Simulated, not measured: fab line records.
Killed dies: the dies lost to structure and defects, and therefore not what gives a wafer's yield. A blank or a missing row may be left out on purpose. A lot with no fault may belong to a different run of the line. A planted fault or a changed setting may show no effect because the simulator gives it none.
The tool behind it: which one? || flow n5_finfet || 12 lots with 30 wafers sampled at 2 steps, on a route of 1938 steps

WHAT EACH GAUGE READ, for each wafer
N5_BEOL_M7_CD_MEAS_35 targets a cd of 40 nm. Usual: 40.6 nm for cd_nm, sd 0.7.
{"lot": "L744", "measured": "day 8 23:20", "on": "cd_sem-03", "cd_nm (nm)": "41.8 41.7", "flag": ""}
{"lot": "L745", "measured": "day 9 10:45", "on": "cd_sem-03", "cd_nm (nm)": "41.0 41.0 40.9", "flag": ""}
{"lot": "L746", "measured": "day 10 08:20", "on": "cd_sem-03", "cd_nm (nm)": "40.2 41.6", "flag": ""}
{"lot": "L751", "measured": "day 10 12:56", "on": "cd_sem-02", "cd_nm (nm)": "40.1 39.9 39.8", "flag": ""}
{"lot": "L750", "measured": "day 10 13:20", "on": "cd_sem-03", "cd_nm (nm)": "40.3 39.2 40.7", "flag": ""}
{"lot": "L752", "measured": "day 11 19:28", "on": "cd_sem-02", "cd_nm (nm)": "41.4 42.6 40.2", "flag": ""}
{"lot": "L748", "measured": "day 11 22:55", "on": "cd_sem-01", "cd_nm (nm)": "40.1 40.3 39.1", "flag": ""}
{"lot": "L754", "measured": "day 12 07:55", "on": "cd_sem-01", "cd_nm (nm)": "41.1 41.2", "flag": ""}
{"lot": "L756", "measured": "day 12 19:18", "on": "cd_sem-03", "cd_nm (nm)": "41.3 40.0", "flag": ""}
{"lot": "L765", "measured": "day 15 02:05", "on": "cd_sem-01", "cd_nm (nm)": "39.6 40.5", "flag": ""}
{"lot": "L767", "measured": "day 15 08:02", "on": "cd_sem-02", "cd_nm (nm)": "40.1 39.6", "flag": ""}
{"lot": "L766", "measured": "day 15 14:02", "on": "cd_sem-01", "cd_nm (nm)": "41.2 40.5 40.4", "flag": ""}

EACH LOT AND THE TOOL THAT RAN IT (in order: tool; ch and the chambers of the sampled wafers; start)
{"lot": "L744", "N5_BEOL_M7_TRENCH_ETCH_37": "rie_diel-03 ch 0,2, day 8 23:20 or earlier"}
{"lot": "L745", "N5_BEOL_M7_TRENCH_ETCH_37": "rie_diel-03 ch 1,2,3, day 9 10:45 or earlier"}
{"lot": "L746", "N5_BEOL_M7_TRENCH_ETCH_37": "rie_diel-02 ch 1,3, day 10 08:20 or earlier"}
{"lot": "L751", "N5_BEOL_M7_TRENCH_ETCH_37": "rie_diel-03 ch 0,1, day 10 12:56 or earlier"}
{"lot": "L750", "N5_BEOL_M7_TRENCH_ETCH_37": "rie_diel-03 ch 0,1,2, day 10 13:20 or earlier"}
{"lot": "L752", "N5_BEOL_M7_TRENCH_ETCH_37": "rie_diel-03 ch 1,2,3, day 11 19:28 or earlier"}
{"lot": "L748", "N5_BEOL_M7_TRENCH_ETCH_37": "rie_diel-01 ch 0,1,2, day 11 22:55 or earlier"}
{"lot": "L754", "N5_BEOL_M7_TRENCH_ETCH_37": "rie_diel-01 ch 2, day 12 07:55 or earlier"}
{"lot": "L756", "N5_BEOL_M7_TRENCH_ETCH_37": "rie_diel-01 ch 3, day 12 19:18 or earlier"}
{"lot": "L765", "N5_BEOL_M7_TRENCH_ETCH_37": "rie_diel-03 ch 1,3, day 15 02:05 or earlier"}
{"lot": "L767", "N5_BEOL_M7_TRENCH_ETCH_37": "rie_diel-03 ch 0,1, day 15 08:02 or earlier"}
{"lot": "L766", "N5_BEOL_M7_TRENCH_ETCH_37": "rie_diel-02 ch 0,3, day 15 14:02 or earlier"}
- N5_BEOL_M7_TRENCH_ETCH_37: etches SiCOH lowk in C4F6/O2, target depth 93.478 nm, time 31.2 s.

AS READ BY THE TOOLS THEMSELVES (means over the sampled wafers that have a number; for cases with no such wafer, the mark the record gives instead)
N5_BEOL_M7_TRENCH_ETCH_37. Usual: drypump_motor_current_A 6.0 A, standard deviation 0.42; oes_product_au 0.79 a.u., standard deviation 0.096; rf_vpp_V 669 V, standard deviation 23; showerhead_plenum_p_Torr 2.83 Torr, standard deviation 0.08; throttle_valve_pct 20.84 %, standard deviation 0.21.
{"lot": "L744", "tool": "rie_diel-03", "drypump_motor_current_A (A)": 5.9, "oes_product_au (a.u.)": 0.75, "rf_vpp_V (V)": 679, "showerhead_plenum_p_Torr (Torr)": 2.81, "throttle_valve_pct (%)": 20.70, "flag": ""}
{"lot": "L745", "tool": "rie_diel-03", "drypump_motor_current_A (A)": 6.3, "oes_product_au (a.u.)": 0.79, "rf_vpp_V (V)": 662, "showerhead_plenum_p_Torr (Torr)": 2.82, "throttle_valve_pct (%)": 20.75, "flag": ""}
{"lot": "L746", "tool": "rie_diel-02", "drypump_motor_current_A (A)": 5.8, "oes_product_au (a.u.)": 0.72, "rf_vpp_V (V)": 677, "showerhead_plenum_p_Torr (Torr)": 2.71, "throttle_valve_pct (%)": 21.00, "flag": ""}
{"lot": "L751", "tool": "rie_diel-03", "drypump_motor_current_A (A)": 5.4, "oes_product_au (a.u.)": 0.82, "rf_vpp_V (V)": 681, "showerhead_plenum_p_Torr (Torr)": 2.82, "throttle_valve_pct (%)": 20.70, "flag": ""}
{"lot": "L750", "tool": "rie_diel-03", "drypump_motor_current_A (A)": 5.9, "oes_product_au (a.u.)": 0.80, "rf_vpp_V (V)": 682, "showerhead_plenum_p_Torr (Torr)": 2.80, "throttle_valve_pct (%)": 20.72, "flag": ""}
{"lot": "L752", "tool": "rie_diel-03", "drypump_motor_current_A (A)": 6.3, "oes_product_au (a.u.)": 0.77, "rf_vpp_V (V)": 662, "showerhead_plenum_p_Torr (Torr)": 2.82, "throttle_valve_pct (%)": 20.77, "flag": ""}
{"lot": "L748", "tool": "rie_diel-01", "drypump_motor_current_A (A)": 6.1, "oes_product_au (a.u.)": 0.82, "rf_vpp_V (V)": 668, "showerhead_plenum_p_Torr (Torr)": 2.87, "throttle_valve_pct (%)": 20.93, "flag": ""}
{"lot": "L754", "tool": "rie_diel-01", "drypump_motor_current_A (A)": 6.0, "oes_product_au (a.u.)": 0.70, "rf_vpp_V (V)": 678, "showerhead_plenum_p_Torr (Torr)": 2.93, "throttle_valve_pct (%)": 21.12, "flag": ""}
{"lot": "L756", "tool": "rie_diel-01", "drypump_motor_current_A (A)": 5.9, "oes_product_au (a.u.)": 0.69, "rf_vpp_V (V)": 668, "showerhead_plenum_p_Torr (Torr)": 2.83, "throttle_valve_pct (%)": 21.06, "flag": ""}
{"lot": "L765", "tool": "rie_diel-03", "drypump_motor_current_A (A)": 6.2, "oes_product_au (a.u.)": 0.77, "rf_vpp_V (V)": 652, "showerhead_plenum_p_Torr (Torr)": 2.83, "throttle_valve_pct (%)": 20.82, "flag": ""}
{"lot": "L767", "tool": "rie_diel-03", "drypump_motor_current_A (A)": 5.5, "oes_product_au (a.u.)": 0.79, "rf_vpp_V (V)": 682, "showerhead_plenum_p_Torr (Torr)": 2.79, "throttle_valve_pct (%)": 20.77, "flag": ""}
{"lot": "L766", "tool": "rie_diel-02", "drypump_motor_current_A (A)": 6.1, "oes_product_au (a.u.)": 0.74, "rf_vpp_V (V)": 688, "showerhead_plenum_p_Torr (Torr)": 2.75, "throttle_valve_pct (%)": 20.65, "flag": ""}

THE ANSWER, worked out from the rows above alone
Rule: a lot is off if the mean of its wafers that have a number lies more than 3 standard deviations from the usual mean. Also off: a lot with no number at a reading for which 4 or more lots have one. The other lots that the step has rows for count as sound. Order of review: gauges by route order, followed by the tools' own readings, for which a lot's mean as printed above is used. The first step at which some lot is off is used, and at that step the reading that is off furthest; a lot without a number counts as furthest.
Nothing can be told from this: no lot is off at any reading shown.

WHAT WAS PUT IN BY THE SIMULATOR
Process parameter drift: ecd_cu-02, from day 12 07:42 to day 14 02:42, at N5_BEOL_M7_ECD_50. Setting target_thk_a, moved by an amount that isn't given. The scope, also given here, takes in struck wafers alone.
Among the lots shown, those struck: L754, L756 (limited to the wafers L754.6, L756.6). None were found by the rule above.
